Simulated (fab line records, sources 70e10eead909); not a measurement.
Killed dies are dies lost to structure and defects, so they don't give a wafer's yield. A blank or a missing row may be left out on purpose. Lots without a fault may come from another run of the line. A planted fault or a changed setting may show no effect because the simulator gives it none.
One fault seen from 2 desks | flow nand_harc | each desk has only its own numbers; what lay behind them comes last

THE TOOL OWNER'S DESK: pecvd_onon-03
The tool's own readings at NHARC_A_ONON_D1_DEP_25 (target thk 1000 nm): means of the sampled wafers that have a number, for each lot that ran on this tool. A lot is out of limits, marked OUT, if its mean lies more than 4 standard deviations from the usual mean; the brackets give that distance.
Columns: A = n2_flow_sccm at NHARC_A_ONON_D1_DEP_25, usual 2751 sccm
lot  | first seen here | A
L353 | day 8 06:44     | 2753
L356 | day 9 17:51     | 2750
L357 | day 10 00:25    | 2753
L359 | day 11 04:49    | 2757
L366 | day 14 08:02    | 2750
L369 | day 15 03:42    | 2753
This desk's finding: nothing out of limits on any of the 6 lots.

THE METROLOGY DESK
What the gauges read, lot by lot, whatever tool the lot ran on: means of the sampled wafers that have a number. A lot is out of limits, marked OUT, if its mean lies more than 4 standard deviations from the usual mean; the brackets give that distance.
Columns: A = thk_nm at NHARC_A_ONON_D1_THK_MEAS_14, usual 998 nm; B = thk_nm at NHARC_A_ONON_D1_THK_MEAS_24, usual 999 nm; C = thk_nm at NHARC_A_ONON_D1_THK_MEAS_27, usual 999 nm
lot  | first seen here | A    | B    | C
L352 | day 7 21:58     | 1003 | 984  | 997
L353 | day 7 22:01     | 1016 | 1000 | 1001
L354 | day 8 12:35     | 1002 | 1006 | 993
L356 | day 9 09:34     | 1002 | 1000 | 1008
L357 | day 9 15:28     | 991  | 1001 | 1003
L358 | day 10 09:19    | 993  | 1006 | 1001
L359 | day 10 19:44    | 995  | 995  | 995
L360 | day 11 07:49    | 990  | 1011 | 997
L363 | day 12 18:01    | 1012 | 1004 | 999
L366 | day 13 22:14    | 993  | 1003 | 670 (-34) OUT
L369 | day 14 18:54    | 978  | 994  | 681 (-32) OUT
L370 | day 15 06:40    | 990  | 991  | 1007
L375 | day 17 12:16    | 984  | 988  | 1011
This desk's finding: out of limits on L366, L369; first on L366, day 14 08:25 (thk_nm at NHARC_A_ONON_D1_THK_MEAS_27). In limits: L352, L353, L354, L356, L357, L358, L359, L360, L363, L370, L375.

PUT TOGETHER
The metrology desk could have raised an alarm at day 14 08:25, on L366, L369.
The tool owner's desk saw nothing out of limits.
The tool owner's desk has L366, L369 on record, within its limits.
Of the lots named, all ran NHARC_A_ONON_D1_DEP_25 on pecvd_onon-03.

WHAT THE SIMULATOR HAD PUT IN
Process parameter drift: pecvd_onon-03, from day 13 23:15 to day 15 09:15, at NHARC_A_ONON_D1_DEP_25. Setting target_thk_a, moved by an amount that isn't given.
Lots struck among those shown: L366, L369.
Hours from the fault's start to each desk's first reading out of limits: the metrology desk, 9.
